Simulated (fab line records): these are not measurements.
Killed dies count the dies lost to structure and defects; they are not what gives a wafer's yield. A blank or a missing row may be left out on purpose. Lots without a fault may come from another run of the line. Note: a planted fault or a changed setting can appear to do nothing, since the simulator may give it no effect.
The tool behind it: which one? / flow n5_finfet / 36 wafers from 12 lots sampled at 3 of the route's 1938 steps

== WHAT EACH GAUGE READ, for each wafer ==
N5_BEOL_M15_OVL_MEAS_11.
lot=L076; measured=day 11 12:19; on=overlay-01; V14_OVL (nm)=1 -3 -4
lot=L078; measured=day 12 06:58; on=overlay-02; V14_OVL (nm)=3 3 6
lot=L079; measured=day 13 00:49; on=overlay-02; V14_OVL (nm)=4 5 7
lot=L083; measured=day 13 13:59; on=overlay-02; V14_OVL (nm)=1 6 1
lot=L081; measured=day 13 16:40; on=overlay-01; V14_OVL (nm)=12 2 6
lot=L084; measured=day 14 03:29; on=overlay-01; V14_OVL (nm)=-8 -5 -7
lot=L088; measured=day 14 22:56; on=overlay-01; V14_OVL (nm)=1 -2 4
lot=L090; measured=day 15 10:07; on=overlay-02; V14_OVL (nm)=-5 -9 -6
lot=L089; measured=day 15 15:36; on=overlay-02; V14_OVL (nm)=-9 -8 -5
lot=L093; measured=day 16 07:38; on=overlay-02; V14_OVL (nm)=-4 6 -2
lot=L094; measured=day 16 10:30; on=overlay-01; V14_OVL (nm)=3 -4 9
lot=L096; measured=day 17 03:30; on=overlay-02; V14_OVL (nm)=4 -5 11

== WHAT TOOL EACH LOT RAN ON (gives the tool, then ch and the chambers of the sampled wafers, and finally the start) ==
lot=L076; N5_BEOL_M14_CMP_49=cmp-03 ch 0,1,2, day 11 11:12; N5_BEOL_M14_DEP_53=pecvd-01 ch 1,2, day 11 11:29
lot=L078; N5_BEOL_M14_CMP_49=cmp-01 ch 1,2, day 12 05:46; N5_BEOL_M14_DEP_53=pecvd-04 ch 0,2, day 12 06:08
lot=L079; N5_BEOL_M14_CMP_49=cmp-01 ch 0,1,2, day 12 23:35; N5_BEOL_M14_DEP_53=pecvd-04 ch 0,2, day 12 23:57
lot=L083; N5_BEOL_M14_CMP_49=cmp-03 ch 1,2, day 13 12:56; N5_BEOL_M14_DEP_53=pecvd-01 ch 1,2, day 13 13:16
lot=L081; N5_BEOL_M14_CMP_49=cmp-02 ch 0,2,3, day 13 15:33; N5_BEOL_M14_DEP_53=pecvd-02 ch 1,2, day 13 15:50
lot=L084; N5_BEOL_M14_CMP_49=cmp-01 ch 0,3, day 14 02:28; N5_BEOL_M14_DEP_53=pecvd-02 ch 0,2, day 14 02:47
lot=L088; N5_BEOL_M14_CMP_49=cmp-03 ch 2,3, day 14 21:44; N5_BEOL_M14_DEP_53=pecvd-01 ch 0,1, day 14 22:06
lot=L090; N5_BEOL_M14_CMP_49=cmp-01 ch 0,2,3, day 15 09:07; N5_BEOL_M14_DEP_53=pecvd-01 ch 0,2, day 15 09:23
lot=L089; N5_BEOL_M14_CMP_49=cmp-03 ch 0,2,3, day 15 14:37; N5_BEOL_M14_DEP_53=pecvd-04 ch 0,1, day 15 14:53
lot=L093; N5_BEOL_M14_CMP_49=cmp-01 ch 0,1,3, day 16 06:31; N5_BEOL_M14_DEP_53=pecvd-01 ch 1,2, day 16 06:48
lot=L094; N5_BEOL_M14_CMP_49=cmp-01 ch 0,2,3, day 16 09:20; N5_BEOL_M14_DEP_53=pecvd-02 ch 0,1,2, day 16 09:40
lot=L096; N5_BEOL_M14_CMP_49=cmp-02 ch 1,2,3, day 17 02:17; N5_BEOL_M14_DEP_53=pecvd-04 ch 0,2, day 17 02:40
- N5_BEOL_M14_CMP_49: polishes, stops on SiO2, t overpolish 5.2 s, target thk 560 nm.
- N5_BEOL_M14_DEP_53: deposits SiCN from 3MS/NH3, target thk 50 nm, time 17.8 s.

== THE ANSWER, worked out from the rows above alone ==
Rule: usual is defined by the lots themselves. Put in order of their means at a reading, lots are off if they are a third of the lots or fewer, leave a main group of 4 or more, and stand apart from it by a gap of 3 or more times the standard deviation of the main group's means; of several such gaps the widest counts. The tables above print the reading to a certain number of digits; a main group whose means all agree to those digits is not used. Also off: a lot with no number at a reading for which 4 or more lots have one. The other lots that the step has rows for count as sound.
Nothing can be told from this: no lot is off at any reading shown.

== WHAT WAS PUT IN BY THE SIMULATOR ==
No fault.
